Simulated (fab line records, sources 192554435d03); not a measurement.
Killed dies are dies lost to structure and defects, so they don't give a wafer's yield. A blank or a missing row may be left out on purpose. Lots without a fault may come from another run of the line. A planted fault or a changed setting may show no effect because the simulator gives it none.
Which tool did it? | flow n5_finfet | 11 lots, 32 wafers sampled, at 2 steps of a route of 1938

WHAT THE GAUGES READ, wafer by wafer
N5_BEOL_M7_CD_MEAS_28: target cd 40 nm. Usual: cd_nm 39.97 nm, standard deviation 0.27.
lot  | measured     | on        | cd_nm (nm)        | flag
L252 | day 9 11:18  | cd_sem-03 | 40.29 40.18 40.21 |
L253 | day 9 18:31  | cd_sem-02 | 40.13 39.89 39.25 |
L255 | day 10 01:43 | cd_sem-02 | 39.92 40.40 40.31 |
L256 | day 10 09:03 | cd_sem-01 | 40.23 40.47 40.21 |
L257 | day 10 14:58 | cd_sem-02 | 40.24 40.26 40.72 |
L258 | day 11 01:35 | cd_sem-02 | 39.77 39.45 39.96 |
L262 | day 11 18:19 | cd_sem-02 | 39.77 39.98 39.90 |
L266 | day 13 02:10 | cd_sem-03 | 39.72 39.38 40.13 |
L268 | day 13 21:04 | cd_sem-01 | 39.93 40.10       |
L270 | day 13 23:22 | cd_sem-01 | 40.09 40.03 39.81 |
L271 | day 14 10:18 | cd_sem-01 | 39.65 39.86 40.06 |

WHICH TOOL RAN EACH LOT (tool, then ch and the chambers of the sampled wafers, then the start)
lot  | N5_BEOL_M7_DESCUM_16
L252 | rie_diel-01 ch 0,1,2, day 9 09:50
L253 | rie_diel-01 ch 0,1,3, day 9 16:23
L255 | rie_diel-01 ch 0,2, day 9 23:49
L256 | rie_diel-01 ch 1,3, day 10 06:28
L257 | rie_diel-03 ch 0,2,3, day 10 13:37
L258 | rie_diel-01 ch 2,3, day 11 00:34
L262 | rie_diel-03 ch 0,2, day 11 16:47
L266 | rie_diel-03 ch 2,3, day 12 23:46
L268 | rie_diel-01 ch 0,2, day 13 18:53
L270 | rie_diel-01 ch 1,2,3, day 13 22:30
L271 | rie_diel-04 ch 1,2,3, day 14 05:47
- N5_BEOL_M7_DESCUM_16: chemistry O2, time 7.9 s.

WHAT THE TOOLS THEMSELVES READ (means of the sampled wafers that have a number; where no wafer has one, the mark that the record gives instead)
N5_BEOL_M7_DESCUM_16. Usual: drypump_motor_current_A 5.7 A, standard deviation 0.63; oes_product_au 0.82 a.u., standard deviation 0.09; rf_vpp_V 243.0 V, standard deviation 1.1; showerhead_plenum_p_Torr 2.08 Torr, standard deviation 0.063; throttle_valve_pct 20.3 %, standard deviation 0.32.
lot  | tool        | drypump_motor_current_A (A) | oes_product_au (a.u.) | rf_vpp_V (V) | showerhead_plenum_p_Torr (Torr) | throttle_valve_pct (%) | flag
L252 | rie_diel-01 | 5.3                         | 0.84                  | 243.1        | 2.07                            | 20.2                   |
L253 | rie_diel-01 | 5.4                         | 0.82                  | 243.5        | 2.07                            | 20.4                   |
L255 | rie_diel-01 | 5.2                         | 0.89                  | 243.0        | 2.08                            | 20.1                   |
L256 | rie_diel-01 | 5.6                         | 0.75                  | 241.8        | 2.05                            | 20.6                   |
L257 | rie_diel-03 | 5.6                         | 0.74                  | 243.2        | 2.09                            | 20.4                   |
L258 | rie_diel-01 | 6.2                         | 0.90                  | 242.2        | 2.02                            | 20.0                   |
L262 | rie_diel-03 | 5.2                         | 0.78                  | 242.5        | 2.07                            | 20.3                   |
L266 | rie_diel-03 | 5.7                         | 0.88                  | 244.7        | 2.23                            | 20.4                   |
L268 | rie_diel-01 | 5.4                         | 0.85                  | 243.5        | 2.06                            | 20.0                   |
L270 | rie_diel-01 | 5.9                         | 0.80                  | 241.1        | 2.03                            | 20.3                   |
L271 | rie_diel-04 | 6.3                         | 0.76                  | 243.5        | 2.07                            | 20.7                   |

THE ANSWER, worked out from the rows above alone
Rule: a lot is off if the mean of its wafers that have a number lies more than 3 standard deviations from the usual mean. A lot without any number at a reading at which 4 lots or more have one is off too. The other lots that the step has rows for count as sound. The gauges are gone through in route order, then the tools' own readings, and for those a lot's mean is taken as printed above. The first step at which some lot is off is used, and at that step the reading that is off furthest; a lot without a number counts as furthest.
No lot is off at any reading shown: from this, nothing can be told.

WHAT THE SIMULATOR HAD PUT IN
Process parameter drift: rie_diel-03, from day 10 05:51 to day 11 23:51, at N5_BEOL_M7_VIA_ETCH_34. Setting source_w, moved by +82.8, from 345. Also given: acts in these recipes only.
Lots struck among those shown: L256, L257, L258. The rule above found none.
